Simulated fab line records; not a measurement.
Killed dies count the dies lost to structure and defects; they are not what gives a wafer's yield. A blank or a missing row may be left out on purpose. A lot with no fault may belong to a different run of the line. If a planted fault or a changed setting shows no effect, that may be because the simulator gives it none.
Matching of chambers || flow nandHarc || rieDiel-02 running NHARC_A_BLC_DESCUM_15: 4 sister chambers
The step chemistry O2, time 3 s. 4 wafers are shown with their chamber, then 9 later ones without.

## WAFERS WITH THEIR CHAMBER
{"wafer": "L632.1", "chamber": 2, "drypumpMotorCurrentA (A)": 5.3}
{"wafer": "L632.4", "chamber": 1, "drypumpMotorCurrentA (A)": 5.8}
{"wafer": "L634.4", "chamber": 0, "drypumpMotorCurrentA (A)": 5.3}
{"wafer": "L634.5", "chamber": 3, "drypumpMotorCurrentA (A)": 5.9}

## WAFERS MISSING THEIR CHAMBER
{"wafer": "L643.1", "drypumpMotorCurrentA (A)": 6.0}
{"wafer": "L643.2", "drypumpMotorCurrentA (A)": 5.3}
{"wafer": "L643.3", "drypumpMotorCurrentA (A)": 5.8}
{"wafer": "L644.1", "drypumpMotorCurrentA (A)": 5.3}
{"wafer": "L644.4", "drypumpMotorCurrentA (A)": 5.9}
{"wafer": "L644.6", "drypumpMotorCurrentA (A)": 5.2}
{"wafer": "L647.1", "drypumpMotorCurrentA (A)": 5.3}
{"wafer": "L647.2", "drypumpMotorCurrentA (A)": 5.2}
{"wafer": "L647.6", "drypumpMotorCurrentA (A)": 5.2}

## WHICH CHAMBER EACH WENT THROUGH
{"wafer": "L643.1", "from the rows above": "can't be placed: 3 or 1", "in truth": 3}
{"wafer": "L643.2", "from the rows above": "can't be placed: 0 or 2", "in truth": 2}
{"wafer": "L643.3", "from the rows above": "can't be placed: 1 or 3", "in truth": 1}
{"wafer": "L644.1", "from the rows above": "can't be placed: 0 or 2", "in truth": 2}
{"wafer": "L644.4", "from the rows above": "can't be placed: 3 or 1", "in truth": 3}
{"wafer": "L644.6", "from the rows above": "can't be placed: 0 or 2", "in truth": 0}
{"wafer": "L647.1", "from the rows above": "can't be placed: 0 or 2", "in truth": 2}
{"wafer": "L647.2", "from the rows above": "can't be placed: 0 or 2", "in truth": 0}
{"wafer": "L647.6", "from the rows above": "can't be placed: 0 or 2", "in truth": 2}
Correctly placed: 0 of 9. Can't be placed from these rows: 9 (the true chamber is among the candidates in 9). Number placed wrongly: 0.
How it was worked out, from the rows above alone: a wafer's distance from a chamber is the root of the sum, over the readings, of the square of ((its reading less the chamber's mean) divided by the reading's scatter). The wafer belongs to the nearest chamber; if the next one is less than 2 further off, it can't be placed. For every chamber, the mean is computed from those of its wafers that are shown. The scatter: with one shown wafer a chamber, the root of the mean of the squares of how far each hidden wafer lies from its nearest shown one.
